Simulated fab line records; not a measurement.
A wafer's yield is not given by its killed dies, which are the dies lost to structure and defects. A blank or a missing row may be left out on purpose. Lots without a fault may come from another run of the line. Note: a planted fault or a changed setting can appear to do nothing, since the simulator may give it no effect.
Chamber matching	flow nand_harc	NHARC_A_CHANNEL_HOLE_D1_ETCH_34 on rie_diel-10 has 4 sister chambers
The step etches the open film in CF4/CHF3, target depth 154 nm, time 77 s. 16 wafers are shown with their chamber, then 8 later ones without.

== WAFERS WITH THEIR CHAMBER ==
wafer	chamber	rf_vpp_V (V)	rf_fwd_power_W (W)	oes_product_au (a.u.)
L376.1	2	369.7	497.4	0.963
L376.2	1	373.2	497.1	0.975
L376.5	2	368.9	497.3	0.968
L391.2	3	367.6	499.7	0.919
L391.4	0	366.3	492.7	0.923
L391.6	3	369.4	498.7	0.919
L389.2	3	366.9	499.0	0.910
L389.4	1	372.0	493.7	0.933
L389.5	1	373.7	492.8	0.932
L388.1	0	369.9	493.6	0.916
L388.3	3	368.5	498.0	0.918
L388.6	2	371.4	498.5	0.903
L392.3	0	369.1	493.1	0.924
L392.5	0	368.6	494.7	0.921
L392.6	1	374.5	498.3	0.920
L393.1	2	370.1	495.1	0.923

SIGNATURES, as means of the wafers listed above
reading	chamber 0	chamber 1	chamber 2	chamber 3	scatter within a chamber
rf_vpp_V	368.475	373.350	370.025	368.100	1.2
rf_fwd_power_W	493.525	495.475	497.075	498.850	1.6
oes_product_au	0.92100	0.94000	0.93925	0.91650	0.02
Rule: a wafer lies at a distance from a chamber equal to the root of the sum of squares, over the readings, of (its reading less the chamber's mean, divided by the reading's scatter). The wafer belongs to the nearest chamber; if the next one is less than 2 further off, it can't be placed. The scatter is the square root of a quotient: the sum, over the shown wafers, of each reading's squared deviation from its chamber's mean, divided by wafers minus chambers.

== WAFERS WHOSE CHAMBER IS MISSING ==
wafer	rf_vpp_V (V)	rf_fwd_power_W (W)	oes_product_au (a.u.)
L393.3	372.7	497.1	0.920
L393.4	368.3	496.5	0.942
L396.1	369.3	495.5	0.910
L396.2	367.9	496.8	0.922
L396.6	368.3	495.0	0.899
L399.2	369.9	495.0	0.917
L399.4	368.7	493.3	0.925
L399.6	369.5	493.6	0.902

== CHAMBER TAKEN BY EACH ==
wafer	from the rows above	in truth
L393.3	can't be placed: 1 or 2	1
L393.4	can't be placed: 2 or 3 or 0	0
L396.1	can't be placed: 0 or 2 or 3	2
L396.2	can't be placed: 3 or 2 or 0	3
L396.6	can't be placed: 0 or 3 or 2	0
L399.2	can't be placed: 0 or 2 or 3 or 1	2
L399.4	0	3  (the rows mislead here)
L399.6	can't be placed: 0 or 2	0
Correct placement for 0 of the 8. These rows do not allow placing 7 (true chamber among the candidates in 7). Number placed wrongly: 1.
